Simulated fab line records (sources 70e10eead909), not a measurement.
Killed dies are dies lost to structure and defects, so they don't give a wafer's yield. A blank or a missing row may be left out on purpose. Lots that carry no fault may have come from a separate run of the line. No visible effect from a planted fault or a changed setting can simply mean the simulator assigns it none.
fab line records | flow nandHarc | part 1 of 2: steps 1 to 23 of 32
[record] lots = 5 wafers = 15 lastDay = 32
route steps=1302 shown P_M1@296 P_M2@318
lots with no fault: from the same line, run without faults
startH: the number of hours between the record's first day and the start of the first shown wafer of the lot | waitH: hours elapsed since this lot's preceding step | " repeats the value in the row above | L1.1+2: several wafers, shown together as one row | - no value, or no start given | * or withheld: withheld | < > ~ a bound
route shown NAME@n: a module of which the file shows steps, and the number in the route of the first | usual: average and standard deviation across the fault-free wafers | same: alike in all rows | chamber/n: place in a boat | sites: per-site readings | _std_site: the values' standard deviation | _edge_site: mean of outer sites minus mean of inner sites | radiusMm: how far each site lies from the wafer's centre | mask NAME#n: copy n | behind: the most recent tool/chamber to have shaped the wafer | hold: cause of the lot's hold/its duration in hours/its outcome | device: whichever transistor did not switch (one of n, p or np) | end of line: tests run on the same wafers once the route is complete | for a step that has no rows: nothing shown but its recipe | killed: dies lost to structure and defects at the first sort, not the wafer's yield | map: shows each die of a wafer: x if killed, . if not, _ if none is there
set.NAME: the run value of the setting; set.NAME@STEP: its run value at that earlier step | model.NAME: the simulator's own value behind a step, which no gauge read
certain route steps with their lots: each step a table, each wafer a row
services: a tool's chamber out of use, with start hour (startH, from the record's first day; less than 0 if before it), hours out, and reason
[[steps]]
[step NHARC_P_M1_OVL_MEAS_10]
[recipe] pitchNm = 260
[usual] overlayXNm = 0.1/0.66 overlayYNm = 0.0/0.88
// columns lot.wafer tool chamber startH waitH overlayXNm overlayYNm
L076.2 overlay-01 - 145.45 - 0.0 0.4
L076.3 " - " " -0.3 0.3
L076.4 " - " " -0.1 0.5
L077.2 overlay-02 - 153.52 - 1.4 0.7
L077.3 " - " " 0.8 0.8
L077.4 " - " " 0.9 0.8
L082.1 overlay-02 - 209.39 - 0.1 -1.5
L082.4 " - " " 0.1 -1.7
L082.5 " - " " -0.1 -1.3
L090.3 overlay-01 - 287.93 - 0.2 -0.6
L090.4 " - " " -0.3 -0.7
L090.6 " - " " -0.2 -0.8
L093.2 overlay-01 - 317.05 - 0.7 0.5
L093.5 " - " " 0.7 0.6
L093.6 " - " " 0.6 0.6
[step NHARC_P_M1_INSPECT_11]
[usual] rawDefectCount = 4.6/2.7
// columns lot.wafer tool chamber startH waitH rawDefectCount
L076.2 defectInspect-02 - 145.49 0.0 1
L076.3 " - " " 7
L076.4 " - " " 9
L077.2 defectInspect-02 - 153.56 0.0 8
L077.3 " - " " 7
L077.4 " - " " 4
L082.1 defectInspect-02 - 209.42 0.0 4
L082.4 " - " " 9
L082.5 " - " " 3
L090.3 defectInspect-02 - 287.97 0.0 1
L090.4 " - " " 3
L090.6 " - " " 2
L093.2 defectInspect-02 - 317.08 0.0 4
L093.5 " - " " 6
L093.6 " - " " 4
[step NHARC_P_M1_DESCUM_14]
[recipe] timeS = 3 o2FlowSccm = 200 arFlowSccm = 0 biasPowerW = 0 chemistry = O2
[usual] drypumpMotorCurrentA = 6.11/0.25 oesProductAu = 1.004/0.011 rfVppV = 58.0/0.86 showerheadPlenumPTorr = 1.94/0.09 throttleValvePct = 11.311/0.0096
// columns lot.wafer tool chamber startH waitH drypumpMotorCurrentA oesProductAu rfHoursCounterH rfVppV showerheadPlenumPTorr throttleValvePct
L076.4 rieDiel-10 0 145.55 0.1 6.00 1.011 6 58.0 2.01 11.306
L076.3 " 1 " " 5.96 0.995 6 58.0 1.94 11.292
L076.2 " 2 " " 6.30 1.010 6 57.4 1.80 11.329
L077.3 rieDiel-10 1 153.62 0.1 5.94 1.000 7 57.9 1.94 11.296
L077.4 " 2 " " 6.30 1.013 7 57.2 1.80 11.327
L077.2 " 3 " " 6.23 1.009 7 59.8 2.06 11.298
L082.1 rieDiel-09 3 209.48 0.1 5.37 1.007 3 58.4 2.05 11.320
L082.4 " 0 " " 6.38 1.009 4 59.5 2.01 11.311
L082.5 " 0 " " 6.37 1.004 - 58.3 2.01 11.319
L090.4 rieDiel-12 2 288.03 0.1 5.79 1.014 5 57.8 1.91 11.295
L090.3 " 1 " " 6.07 1.003 5 55.6 1.93 11.316
L090.6 " 3 " " 6.30 0.995 - 57.7 1.95 11.302
L093.2 rieDiel-10 0 317.16 0.1 6.01 1.021 7 58.4 2.01 11.326
L093.5 " 2 " " 6.28 1.013 - 56.5 1.80 11.314
L093.6 " 3 " " 6.25 1.003 - 60.0 2.05 11.320
[step NHARC_P_M1_ETCH_35]
[recipe] targetDepthA = 400 overetchA = 120 timeS = 43.94 ionEnergyEv = 200 n2FlowSccm = 150 h2FlowSccm = 150 arFlowSccm = 0 rfW = 400 biasW = 150 chemistry = N2/H2
[usual] drypumpMotorCurrentA = 6.13/0.24 n2FlowSccm = 150.0/0.41 oesProductAu = 1.004/0.01 rfVppV = 431.2/2.9 showerheadPlenumPTorr = 2.07/0.1 throttleValvePct = 14.171/0.0086
// columns lot.wafer tool chamber startH waitH drypumpMotorCurrentA n2FlowSccm oesProductAu rfHoursCounterH rfVppV showerheadPlenumPTorr throttleValvePct
L076.2 rieDiel-10 0 145.64 0.1 5.95 149.5 1.003 6 433.6 2.15 14.173
L076.4 " 1 " " 5.94 149.1 0.996 6 432.5 2.07 14.179
L076.3 " 2 " " 6.30 150.2 1.014 6 426.8 1.92 14.168
L077.3 rieDiel-10 1 153.71 0.1 5.92 149.3 1.001 7 430.8 2.07 14.175
L077.4 " 2 " " 6.26 149.2 1.009 7 426.0 1.92 14.164
L077.2 " 3 " " 6.20 150.0 0.998 7 434.2 2.20 14.175
L082.1 rieDiel-09 2 209.58 0.1 6.59 150.0 0.990 4 427.6 1.97 14.182
L082.4 " 3 " " 5.37 150.0 1.002 3 434.0 2.19 14.155
L082.5 " 1 " " 6.27 149.5 0.985 - 427.9 1.96 14.172
L090.4 rieDiel-12 2 288.11 0.1 5.82 150.2 1.007 5 430.2 2.04 14.168
L090.3 " 3 " " 6.30 150.2 0.990 4 432.0 2.08 14.186
L090.6 " 3 " " 6.32 150.0 0.985 - 431.8 2.08 14.176
L093.2 rieDiel-10 3 317.24 0.1 6.21 150.1 1.001 6 434.7 2.19 14.171
L093.5 " 1 " " 5.95 150.2 0.998 - 431.1 2.06 14.188
L093.6 " 2 " " 6.27 149.4 1.007 - 427.1 1.92 14.172
[step NHARC_P_M1_ETCH_15]
[recipe] targetDepthA = 1825 timeS = 91.2 c4f8FlowSccm = withheld arFlowSccm = 400 rfW = 600 biasW = 300 chemistry = C4F8/Ar
[usual] oesProductAu = 0.961/0.021 rfVppV = 441.3/2.9
// columns lot.wafer tool chamber startH waitH oesProductAu rfHoursCounterH rfVppV
L076.2 rieDiel-10 3 - - 0.984 6 445.5
L076.4 " 0 " " 0.951 6 442.7
L076.3 " 1 " " 0.940 6 441.5
L077.4 rieDiel-10 0 - - 0.922 7 441.5
L077.3 " 2 " " 0.932 7 437.1
L077.2 " 3 " " 0.935 7 445.2
L082.1 rieDiel-09 2 - - 0.963 4 438.8
L082.4 " 0 " " 0.961 4 444.6
L082.5 " 2 " " 0.968 - 440.0
L090.4 rieDiel-12 0 - - 0.968 4 439.9
L090.3 " 1 " " 0.986 5 441.9
L090.6 " 2 " " 0.973 - 440.8
L093.2 rieDiel-10 0 - - 1.010 7 442.8
L093.6 " 3 " " 0.967 - 443.6
L093.5 " 0 " " 0.998 - 444.0
[step NHARC_P_M1_CD_MEAS_16]
[usual] cdNm = 130.2/0.91
// columns lot.wafer tool chamber startH waitH cdNm
L076.2 cdSem-01 - 145.85 - 128.9
L076.3 " - " " 131.0
L076.4 " - " " 129.3
L077.2 cdSem-03 - 153.93 - 129.0
L077.3 " - " " 130.5
L077.4 " - " " 129.5
L082.1 cdSem-03 - 209.79 - 129.8
L082.4 " - " " 129.6
L082.5 " - " " 130.7
L090.3 cdSem-03 - 288.33 - 129.4
L090.4 " - " " 129.4
L090.6 " - " " 130.3
L093.2 cdSem-01 - 317.45 - 129.5
L093.5 " - " " 130.5
L093.6 " - " " 131.1
[step NHARC_P_M1_STRIP_18]
[recipe] powerW = 1000 n2FlowSccm = 150 h2FlowSccm = 150 arFlowSccm = 0 biasW = 0 chemistry = N2/H2
[usual] drypumpMotorCurrentA = 6.2/0.35 n2FlowSccm = 150.0/0.46 oesProductAu = 1.001/0.01 rfVppV = 90.8/0.93 showerheadPlenumPTorr = 2.05/0.1 throttleValvePct = 14.172/0.0093
// columns lot.wafer tool chamber startH waitH drypumpMotorCurrentA n2FlowSccm oesProductAu rfHoursCounterH rfVppV showerheadPlenumPTorr throttleValvePct
L076.2 rieDiel-12 3 146.02 0.2 6.3 149.8 1.008 16 91.0 2.09 14.171
L076.4 " 0 " " 6.4 149.8 0.988 14 90.6 1.92 14.154
L076.3 " 1 " " 6.1 150.1 0.995 17 91.4 2.07 14.175
L077.2 rieDiel-10 3 154.02 0.1 6.2 150.2 1.012 7 90.9 2.20 14.165
L077.4 " 0 " " 6.0 149.8 1.003 7 90.3 2.15 14.173
L077.3 " 1 " " 6.0 150.0 0.996 7 90.4 2.07 14.172
L082.4 rieDiel-09 2 209.86 0.1 6.6 149.6 0.996 4 90.8 1.97 14.169
L082.1 " 0 " " 6.4 148.9 1.002 4 91.3 2.14 14.175
L082.5 " 2 " " 6.6 149.8 1.013 - 89.8 1.97 14.171
L090.4 rieDiel-10 1 288.40 0.1 6.0 150.1 0.995 3 91.3 2.06 14.165
L090.3 " 3 " " 6.2 149.7 1.002 4 92.6 2.19 14.161
L090.6 " 2 " " 6.3 150.3 1.007 - 89.3 1.92 14.166
L093.2 rieDiel-10 3 317.53 0.1 6.2 150.5 0.995 6 91.0 2.19 14.180
L093.5 " 3 " " 6.3 149.7 0.994 - 92.1 2.19 14.175
L093.6 " 0 " " 6.0 150.2 1.017 - 91.5 2.14 14.175
[step NHARC_P_M1_ETCH_28]
[recipe] targetDepthA = 300 overEtchFrac = 0.3 timeS = 72.99 ionEnergyEv = 150 cf4FlowSccm = 50 n2FlowSccm = 100 arFlowSccm = 150 rfW = 300 biasW = 100 chemistry = CF4/N2
[usual] drypumpMotorCurrentA = 6.1/0.35 n2FlowSccm = 100.02/0.28 oesProductAu = 1.003/0.011 rfVppV = 314.7/2.2 showerheadPlenumPTorr = 2.66/0.12 throttleValvePct = 19.794/0.01
// columns lot.wafer tool chamber startH waitH drypumpMotorCurrentA n2FlowSccm oesProductAu rfHoursCounterH rfVppV showerheadPlenumPTorr throttleValvePct
L076.2 rieDiel-12 0 - - 6.4 100.23 0.997 14 311.7 2.49 19.815
L076.4 " 2 " " 5.8 100.43 1.020 19 313.9 2.64 19.786
L076.3 " 3 " " 6.3 100.03 1.005 16 314.7 2.69 19.778
L077.3 rieDiel-10 0 - - 6.0 99.73 1.003 7 315.1 2.75 19.786
L077.4 " 1 " " 5.9 100.21 1.001 7 315.5 2.66 19.788
L077.2 " 2 " " 6.3 99.65 1.012 7 313.0 2.48 19.789
L082.1 rieDiel-09 0 - - 6.4 100.12 0.998 4 316.5 2.75 19.784
L082.4 " 1 " " 6.2 100.29 0.980 4 312.3 2.53 19.792
L082.5 " 0 " " 6.4 99.96 0.998 - 316.1 2.75 19.784
L090.4 rieDiel-10 2 - - 6.3 100.08 1.023 4 312.7 2.48 19.811
L090.3 " 1 " " 6.0 100.29 1.002 3 314.6 2.65 19.794
L090.6 " 2 " " 6.3 99.73 1.020 - 312.8 2.48 19.790
L093.2 rieDiel-10 1 - - 6.0 100.29 0.990 6 315.1 2.65 19.793
L093.5 " 3 " " 6.2 99.96 1.006 - 317.7 2.81 19.803
L093.6 " 0 " " 6.0 100.14 1.022 - 315.1 2.75 19.783
[step NHARC_P_M1_STRIP_19]
[recipe] timeS = 600 tempC = 30 chemistry = postEtchResidueRemover
// columns lot.wafer tool chamber startH waitH
L076.4+2+3 wetBench-10 1,4,5 146.40 -
L077.4+3+2 wetBench-08 5,6,7 154.37 -
L082.1+4+5 wetBench-08 7,2,4 210.23 -
L090.3+4+6 wetBench-10 1,3,4 288.77 -
L093.6+2+5 wetBench-08 4,5,6 317.91 -
[step NHARC_P_M1_DEGAS_29]
[recipe] tempC = 250 timeS = 60
[usual] heaterPowerW = 334/39
// columns lot.wafer tool chamber startH waitH heaterPowerW
L076.3 pvdSputter-03 - 146.66 - 323
L076.4 " - " " 405
L076.2 " - " " 378
L077.4 pvdSputter-01 - 154.64 - 337
L077.2 " - " " 393
L077.3 " - " " 250
L082.1 pvdSputter-03 - 210.51 - 379
L082.4 " - " " 323
L082.5 " - " " 379
L090.3 pvdSputter-01 - 289.06 - 293
L090.4 " - " " 334
L090.6 " - " " 262
L093.2 pvdSputter-03 - 318.19 - 415
L093.6 " - " " 311
L093.5 " - " " 421
[step NHARC_P_M1_PRE_CLEAN_30]
[recipe] timeS = 30 tempC = 280 gas = H2/He
[usual] heaterPowerW = 412/46
// columns lot.wafer tool chamber startH waitH heaterPowerW
L076.2 pvdSputter-03 - - - 406
L076.3 " - " " 513
L076.4 " - " " 457
L077.4 pvdSputter-01 - - - 410
L077.3 " - " " 484
L077.2 " - " " 311
L082.4 pvdSputter-03 - - - 500
L082.1 " - " " 394
L082.5 " - " " 465
L090.3 pvdSputter-01 - - - 366
L090.4 " - " " 400
L090.6 " - " " 320
L093.2 pvdSputter-03 - - - 387
L093.6 " - " " 467
L093.5 " - " " 394
[step NHARC_P_M1_PVD_20]
[recipe] targetThkA = 50 biasV = 168.6 powerW = 15000 chamberPressurePa = 0.12 timeS = 8.06 substrateTempC = 50 material = TaN
[usual] throttleValvePct = 30.5/0.97
// columns lot.wafer tool chamber startH waitH throttleValvePct
L076.3 pvdSputter-03 - - - 30.2
L076.4 " - " " 29.6
L076.2 " - " " 29.5
L077.4 pvdSputter-01 - - - 30.9
L077.2 " - " " 30.0
L077.3 " - " " 30.6
L082.4 pvdSputter-03 - - - 29.9
L082.1 " - " " 30.1
L082.5 " - " " 29.6
L090.4 pvdSputter-01 - - - 30.3
L090.3 " - " " 31.1
L090.6 " - " " 30.6
L093.2 pvdSputter-03 - - - 29.8
L093.6 " - " " 29.7
L093.5 " - " " 29.8
[step NHARC_P_M1_PVD_21]
[recipe] targetThkA = 300 chamberPressurePa = 5 powerW = 5000 substrateTempC = 30 timeS = 20.49 material = Cu
[usual] throttleValvePct = 30.5/1
// columns lot.wafer tool chamber startH waitH throttleValvePct
L076.4 pvdSputter-03 - - - 29.3
L076.2 " - " " 30.2
L076.3 " - " " 29.9
L077.3 pvdSputter-01 - - - 30.8
L077.4 " - " " 30.1
L077.2 " - " " 30.8
L082.1 pvdSputter-03 - - - 29.6
L082.4 " - " " 30.0
L082.5 " - " " 29.8
L090.4 pvdSputter-01 - - - 30.6
L090.3 " - " " 30.6
L090.6 " - " " 30.6
L093.2 pvdSputter-03 - - - 30.0
L093.6 " - " " 30.2
L093.5 " - " " 29.7
[step NHARC_P_M1_ECD_22]
[recipe] targetThkA = 4000 bathTempC = 25 material = Cu
// columns lot.wafer tool chamber startH waitH
L076.2+4+3 ecdCu-02 1,1,0 147.03 -
L077.2+3+4 ecdCu-02 0,1,0 155.04 -
L082.1+4+5 ecdCu-01 0,1,0 210.87 -
L090.3+4+6 ecdCu-02 0,1,0 289.95 -
L093.2+6+5 ecdCu-02 1,0,1 318.59 -
[step NHARC_P_M1_ANNEAL_31]
[recipe] tempC = 225 timeS = 90
[usual] wafer_temp_C_max = 226.6/0.45
// columns lot.wafer tool chamber startH waitH wafer_temp_C_max
L076.2 rtpAnneal-02 0 147.48 0.4 227.2
L076.3 " 0 " " 226.5
L076.4 " 0 " " 226.6
L077.2 rtpAnneal-02 0 155.42 - 226.5
L077.3 " 0 " " 226.6
L077.4 " 0 " " 226.8
L082.1 rtpAnneal-02 0 211.24 - 226.6
L082.4 " 0 " " 226.2
L082.5 " 0 " " 226.3
L090.3 rtpAnneal-02 0 290.33 - 226.7
L090.4 " 0 " " 226.6
L090.6 " 0 " " 227.1
L093.2 rtpAnneal-02 0 318.97 - 227.2
L093.5 " 0 " " 226.8
L093.6 " 0 " " 226.5
[step NHARC_P_M1_CMP_23]
[recipe] tOverpolishS = 20 targetThkNm = 157.82
[usual] motorCurrentA = 11.9/0.96 timeToEndpointS = 28.6/2.7
// columns lot.wafer tool chamber startH waitH motorCurrentA timeToEndpointS
L076.3 cmp-03 1 147.77 - 11.2 32.2
L076.2 " 2 " " 10.9 24.3
L076.4 " 0 " " 12.3 28.1
L077.2 cmp-03 0 155.71 - 11.0 25.9
L077.4 " 1 " " 11.1 28.6
L077.3 " 2 " " 11.5 23.2
L082.4 cmp-04 0 211.65 - 12.8 30.0
L082.1 " 1 " " 13.3 27.2
L082.5 " 3 " " 11.8 27.6
L090.3 cmp-03 1 290.60 - 11.9 31.1
L090.4 " 2 " " 11.9 26.0
L090.6 " 0 " " 11.4 27.6
L093.2 cmp-04 0 319.35 - 12.9 34.9
L093.6 " 1 " " 13.2 29.7
L093.5 " 2 " " 14.2 29.7
[step NHARC_P_M1_THK_MEAS_24]
[recipe] thkMeasGauge = xrf
[usual] thkNm = 157.9/1.4
// columns lot.wafer tool chamber startH waitH thkNm
L076.2 filmMetro-01 - 148.09 - 156.7
L076.3 " - " " 155.6
L076.4 " - " " 154.4
L077.2 filmMetro-01 - 156.03 - 156.1
L077.3 " - " " 158.1
L077.4 " - " " 157.0
L082.1 filmMetro-02 - 211.90 - 158.6
L082.4 " - " " 159.5
L082.5 " - " " 158.2
L090.3 filmMetro-01 - 290.89 - 157.6
L090.4 " - " " 157.8
L090.6 " - " " 155.0
L093.2 filmMetro-02 - 319.59 - 157.8
L093.5 " - " " 157.2
L093.6 " - " " 158.5
[step NHARC_P_M1_SRD_25]
// columns lot.wafer tool chamber startH waitH
L076.4+2+3 wetBench-10 1,4,6 148.13 0.0
L077.2+4+3 wetBench-08 4,5,0 156.07 0.0
L082.5+4+1 wetBench-10 4,5,6 211.94 0.0
L090.4+6+3 wetBench-10 3,4,5 290.94 0.0
L093.2+5+6 wetBench-10 5,6,1 319.63 0.0
[step NHARC_P_M1_INSPECT_27]
[usual] rawDefectCount = 292/110
// columns lot.wafer tool chamber startH waitH rawDefectCount
L076.2 defectInspect-01 - 148.25 0.0 331
L076.3 " - " " 174
L076.4 " - " " 515
L077.2 defectInspect-01 - 156.19 0.0 296
L077.3 " - " " 371
L077.4 " - " " 511
L082.1 defectInspect-01 - 212.06 0.0 266
L082.4 " - " " 194
L082.5 " - " " 176
L090.3 defectInspect-02 - 291.05 0.0 218
L090.4 " - " " 332
L090.6 " - " " 327
L093.2 defectInspect-01 - 319.74 0.0 171
L093.5 " - " " 242
L093.6 " - " " 227
[step NHARC_P_M1_PRE_CLEAN_32]
[recipe] timeS = 12 tempC = 370 rfPowerW = 300 gas = NH3
[usual] heaterPowerW = 605/84
// columns lot.wafer tool chamber startH waitH heaterPowerW sinceWetCleanH
L076.2 pecvd-04 0 148.32 0.1 572 47
L076.3 " 1 " " 634 47
L076.4 " 1 " " 633 -
L077.3 pecvd-03 0 156.25 0.1 632 139
L077.2 " 2 " " 673 139
L077.4 " 0 " " 642 -
L082.1 pecvd-03 2 212.15 0.1 690 14
L082.5 " 1 " " 560 -
L082.4 " 2 " " 697 -
L090.3 pecvd-04 0 291.13 0.1 710 9
L090.4 " 2 " " 453 -
L090.6 " 0 " " 698 -
L093.2 pecvd-04 2 319.81 0.1 457 38
L093.5 " 2 " " 460 -
L093.6 " 1 " " 576 -
[step NHARC_P_M1_DEP_33]
[recipe] targetThkA = 300 tempC = 370 targetThkNm = 30 pressureTorr = 3 flowSccm = 200 rfW = 450 material = SiCN
[usual] heaterPowerW = 558/91
// columns lot.wafer tool chamber startH waitH heaterPowerW sinceWetCleanH
L076.2 pecvd-04 0 148.39 0.1 562 47
L076.3 " 1 " " 542 47
L076.4 " 1 " " 534 -
L077.3 pecvd-03 0 156.33 0.1 587 139
L077.2 " 2 " " 552 139
L077.4 " 0 " " 577 -
L082.1 pecvd-03 2 212.29 0.1 614 14
L082.5 " 1 " " 489 -
L082.4 " 2 " " 640 -
L090.3 pecvd-04 0 291.24 0.1 667 9
L090.4 " 2 " " 446 -
L090.6 " 0 " " 656 -
L093.2 pecvd-04 2 319.89 0.1 411 38
L093.5 " 2 " " 437 -
L093.6 " 1 " " 553 -
[step NHARC_P_M2_DEP_00]
[recipe] targetThkA = 1825 targetThkNm = 182.5 tempC = withheld pressureTorr = 5 flowSccm = 200 rfW = 600 material = SiOC
// columns lot.wafer tool chamber startH waitH sinceWetCleanH
L076.2 pecvd-01 0 148.85 - 5
L076.3 " 2 " " 6
L076.4 " 2 " " -
L077.3 pecvd-04 1 156.77 - 56
L077.2 " 0 " " 56
L077.4 " 2 " " -
L082.1 pecvd-03 2 - - 15
L082.4 " 1 " " -
L082.5 " 2 " " -
L090.3 pecvd-04 0 - - 10
L090.4 " 2 " " -
L090.6 " 0 " " -
L093.2 pecvd-04 0 - - 38
L093.5 " 1 " " -
L093.6 " 0 " " -
[step NHARC_P_M2_DEHYDRATE_01]
[recipe] tempC = 150 timeS = 120
[usual] chillPlateTempC = 23.02/0.11 plateTempC = 150.00/0.13
// columns lot.wafer tool chamber startH waitH chillPlateTempC plateTempC
L076.2 lithoTrack-06 0 149.25 - 22.90 150.03
L076.3 " 0 " " 22.87 149.87
L076.4 " 0 " " 22.86 150.05
L077.2 lithoTrack-06 0 157.18 - 22.98 150.11
L077.3 " 0 " " 23.11 150.13
L077.4 " 0 " " 23.17 150.28
L082.1 lithoTrack-01 0 213.00 - 22.89 149.80
L082.4 " 0 " " 23.00 150.05
L082.5 " 0 " " 23.04 150.01
L090.3 lithoTrack-06 0 291.98 - 23.00 149.92
L090.4 " 0 " " 22.81 150.16
L090.6 " 0 " " 22.94 150.08
L093.2 lithoTrack-01 0 320.68 - 23.11 149.88
L093.5 " 0 " " 23.08 149.99
L093.6 " 0 " " 23.00 149.93
